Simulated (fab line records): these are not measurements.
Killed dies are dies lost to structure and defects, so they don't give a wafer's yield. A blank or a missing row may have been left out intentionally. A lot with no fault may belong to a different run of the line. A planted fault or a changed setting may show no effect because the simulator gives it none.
Which of the tools did it? -- flow n5-finfet -- 24 wafers from 8 lots sampled at 9 of the route's 1938 steps

## WHAT THE GAUGES READ, wafer by wafer
N5_STI_FIN_REVEAL_FIN_H_MEAS_10.
lot,measured,on,trench-depth-nm (nm)
L348,day 2 20:52,ocd-02,51.3 51.6 51.4
L349,day 3 00:51,ocd-01,53.3 52.7 53.0
L351,day 3 12:54,ocd-01,50.4 50.2 50.4
L352,day 3 17:35,ocd-02,51.3 52.9 52.9
L357,day 5 01:44,ocd-01,52.2 52.3 53.0
L368,day 7 18:44,ocd-01,53.7 52.7 52.6
L369,day 8 01:27,ocd-01,52.3 53.1 52.1
L370,day 8 06:32,ocd-01,51.7 51.5 51.3

N5_DUMMY_GATE_INSPECT_17: inspects for defects (brightfield).
lot,measured,on,raw-defect-count
L348,day 3 05:40,defect-inspect-02,163 253 177
L349,day 3 09:31,defect-inspect-02,236 146 159
L351,day 3 22:10,defect-inspect-01,218 216 172
L352,day 4 02:17,defect-inspect-01,247 140 235
L357,day 5 12:16,defect-inspect-02,266 235 274
L368,day 8 03:35,defect-inspect-01,1115 1188 1152
L369,day 8 10:33,defect-inspect-02,1252 1206 1288
L370,day 8 15:13,defect-inspect-01,115 194 270

N5_DUMMY_GATE_INSPECT_27: inspects for defects (brightfield).
lot,measured,on,raw-defect-count
L348,day 3 06:52,defect-inspect-01,247 375 251
L349,day 3 10:54,defect-inspect-02,332 217 246
L351,day 3 23:21,defect-inspect-01,317 329 286
L352,day 4 03:31,defect-inspect-02,380 224 369
L357,day 5 13:48,defect-inspect-01,363 329 401
L368,day 8 04:56,defect-inspect-02,1213 1274 1299
L369,day 8 12:02,defect-inspect-01,1417 1306 1429
L370,day 8 16:29,defect-inspect-01,164 331 408

N5_SPACER0_INSPECT_04: inspects for defects (darkfield).
lot,measured,on,raw-defect-count
L348,day 3 08:22,defect-inspect-02,119 134 135
L349,day 3 11:30,defect-inspect-02,139 93 87
L351,day 3 23:57,defect-inspect-01,141 131 121
L352,day 4 04:07,defect-inspect-02,139 79 133
L357,day 5 15:34,defect-inspect-01,188 146 178
L368,day 8 05:32,defect-inspect-02,1051 1116 1083
L369,day 8 12:59,defect-inspect-02,1151 1113 1188
L370,day 8 21:06,defect-inspect-01,101 139 157

N5_SD_EPI_N_INSPECT_11: inspects for defects (macro).
lot,measured,on,raw-defect-count
L348,day 3 10:47,defect-inspect-01,2 1 1
L349,day 3 11:50,defect-inspect-02,2 2 0
L351,day 4 00:17,defect-inspect-01,1 4 2
L352,day 4 04:34,defect-inspect-01,1 3 1
L357,day 5 16:02,defect-inspect-01,1 1 2
L368,day 8 06:00,defect-inspect-02,>300 >300 >300
L369,day 8 13:27,defect-inspect-02,>300 >300 >300
L370,day 8 21:26,defect-inspect-02,2 2 3

N5_BEOL_M4_RC_MEAS_101.
lot,measured,on,DIBL_N (mV/V),DIBL_P (mV/V),IOFF_N (nA/um),IOFF_P (nA/um),ION_N (uA/um),ION_P (uA/um),SS_N (mV/dec),SS_P (mV/dec),VT_N (mV),VT_P (mV)
L348,day 8 11:33,prober-02,33.6 36.4 35.8,34.1 37.0 36.4,0.14 0.18 0.17,0.21 0.25 0.24,673 679 676,467 468 467,71.1 72.3 71.8,73.2 73.4 73.1,248 250 249,-248 -249 -246
L349,day 8 07:23,prober-01,37.0 35.9 36.4,37.9 36.4 36.4,0.16 0.14 0.14,0.23 0.22 0.21,674 669 675,464 461 471,71.5 71.1 71.3,73.7 73.5 73.1,249 251 251,-251 -250 -250
L351,day 8 14:43,prober-01,36.4 38.2 37.6,35.8 38.6 37.2,0.15 0.19 0.16,0.22 0.26 0.24,672 682 671,463 470 466,72.0 71.9 72.3,72.9 74.6 74.0,249 245 250,-248 -246 -245
L352,day 8 14:51,prober-02,37.3 33.8 35.5,37.5 33.5 36.1,0.18 0.12 0.15,0.23 0.17 0.21,680 677 683,470 471 476,71.2 70.7 72.1,72.8 71.7 72.8,247 255 250,-250 -253 -250
L357,day 10 07:21,prober-01,34.9 35.6 33.3,35.2 36.8 33.1,0.15 0.16 0.12,0.22 0.23 0.19,679 675 690,467 467 479,71.0 71.6 70.1,73.7 74.1 72.8,249 249 254,-250 -248 -249
L368,day 13 03:38,prober-02,40.0 38.2 37.6,40.9 38.7 37.9,0.28 0.23 0.21,0.27 0.24 0.22,717 695 687,475 461 459,72.9 73.1 71.7,74.6 74.5 73.4,241 242 245,-250 -249 -251
L369,day 13 10:11,prober-02,36.2 37.3 37.5,35.1 36.3 37.0,0.14 0.16 0.16,0.17 0.18 0.20,662 677 673,447 458 458,71.2 72.1 71.5,73.8 73.9 74.2,253 249 247,-251 -254 -253
L370,day 13 10:06,prober-01,33.2 36.3 36.8,33.6 37.7 38.6,0.12 0.18 0.19,0.16 0.21 0.22,669 678 677,452 461 458,71.2 71.9 72.1,72.4 74.4 74.3,252 248 246,-256 -250 -253

## EACH LOT AND THE TOOL THAT RAN IT (in order: tool; ch and the chambers of the sampled wafers; start)
lot,N5_DUMMY_GATE_PECVD_30,N5_DUMMY_GATE_DESCUM_20,N5_DUMMY_GATE_ETCH_29
L348,"pecvd-01 ch 0,1, day 3 05:08","rie-diel-02 ch 1,2, day 3 05:43","rie-diel-02 ch 1,2, day 3 05:46"
L349,"pecvd-02 ch 0,1,2, day 3 09:06","rie-diel-02 ch 0,2, day 3 09:34","rie-diel-02 ch 0,2, day 3 09:37"
L351,"pecvd-04 ch 1,2, day 3 21:43","rie-diel-04 ch 0,2, day 3 22:12","rie-diel-04 ch 0,2, day 3 22:16"
L352,"pecvd-04 ch 1,2, day 4 01:52","rie-diel-04 ch 2,3, day 4 02:19","rie-diel-04 ch 2,3, day 4 02:23"
L357,"pecvd-02 ch 0,2, day 5 11:50","rie-diel-05 ch 0,1,2, day 5 12:34","rie-diel-05 ch 0,1,2, day 5 12:37"
L368,"pecvd-04 ch 0,1, day 8 03:02","rie-diel-02 ch 2,3, day 8 03:42","rie-diel-02 ch 2,3, day 8 03:46"
L369,"pecvd-04 ch 0,2, day 8 10:01","rie-diel-05 ch 0,1,2, day 8 10:35","rie-diel-05 ch 0,1,2, day 8 10:39"
L370,"pecvd-02 ch 0,2, day 8 14:47","rie-diel-04 ch 0,1,3, day 8 15:15","rie-diel-04 ch 0,1,3, day 8 15:19"
- N5_DUMMY_GATE_PECVD_30: deposits SiO2 from TEOS/O2, target thk 55 nm, time 10.8 s.
- N5_DUMMY_GATE_DESCUM_20: chemistry O2, time 6.2 s.
- N5_DUMMY_GATE_ETCH_29: etches underlayer in N2/H2, target depth 13 nm.

## AS READ BY THE TOOLS THEMSELVES (means over the sampled wafers that have a number; for cases with no such wafer, the mark the record gives instead)
N5_DUMMY_GATE_DESCUM_20.
lot,tool,drypump-motor-current-A (A),oes-product-au (a.u.),rf-vpp-V (V),showerhead-plenum-p-Torr (Torr),throttle-valve-pct (%)
L348,rie-diel-02,6.1,0.81,242.2,2.09,20.68
L349,rie-diel-02,6.0,0.76,244.0,2.12,20.57
L351,rie-diel-04,5.6,0.76,241.8,2.03,20.45
L352,rie-diel-04,5.9,0.75,242.7,2.10,20.49
L357,rie-diel-05,5.9,0.76,243.6,2.16,20.41
L368,rie-diel-02,6.0,0.73,243.2,2.10,20.32
L369,rie-diel-05,5.9,0.75,244.3,2.15,20.45
L370,rie-diel-04,5.2,0.76,242.9,2.06,20.39

N5_DUMMY_GATE_ETCH_29.
lot,tool,drypump-motor-current-A (A),h2-flow-sccm (sccm),oes-product-au (a.u.),rf-vpp-V (V),showerhead-plenum-p-Torr (Torr),throttle-valve-pct (%)
L348,rie-diel-02,6.1,200.2,0.80,523.9,2.53,18.12
L349,rie-diel-02,6.0,200.0,0.76,524.4,2.57,17.98
L351,rie-diel-04,5.5,199.5,0.75,522.6,2.47,17.91
L352,rie-diel-04,5.9,199.2,0.75,523.1,2.53,17.83
L357,rie-diel-05,5.9,200.1,0.76,525.3,2.62,17.87
L368,rie-diel-02,6.0,199.5,0.72,524.8,2.55,17.88
L369,rie-diel-05,5.9,200.4,0.75,525.6,2.61,17.90
L370,rie-diel-04,5.2,199.9,0.75,522.6,2.51,17.80

## THE ANSWER, worked out from the rows above alone
Rule: the lots themselves supply what counts as usual. Put in order of their means at a reading, lots are off if they are a third of the lots or fewer, leave a main group of 4 or more, and stand apart from it by a gap of 3 or more times the standard deviation of the main group's means; of several such gaps the widest counts. If all means in a main group match to the digits the tables above print for the reading, that group is not used. Also off: a lot with no number at a reading for which 4 or more lots have one. Any other lot the step has rows for is counted as sound. After the gauges, taken in route order, come the tools' own readings; for these a lot's mean is taken, as printed above. The first step at which some lot is off is used, and at that step the reading that is off furthest; a lot without a number counts as furthest.
Off: L368, L369, at N5_DUMMY_GATE_INSPECT_17 (raw-defect-count). For the main group the mean is 206 and the standard deviation 25.
If a tool, at a process step before that reading, ran all the lots that are off and no sound lot after the first of them, it fits. Those tools and the gauges at N5_DUMMY_GATE_INSPECT_17 are tried in the same way. One fits: pecvd-04 at N5_DUMMY_GATE_PECVD_30. A fault onset in the window from L352 (day 4 01:52, its last sound lot) to L368 (day 8 03:02, its first lot off) fits.

## WHAT THE SIMULATOR HAD INSERTED
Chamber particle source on pecvd-04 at N5_DUMMY_GATE_PECVD_30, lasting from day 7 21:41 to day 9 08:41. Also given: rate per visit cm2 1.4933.
Lots struck among those shown: L368, L369. The same result came from the rule above.
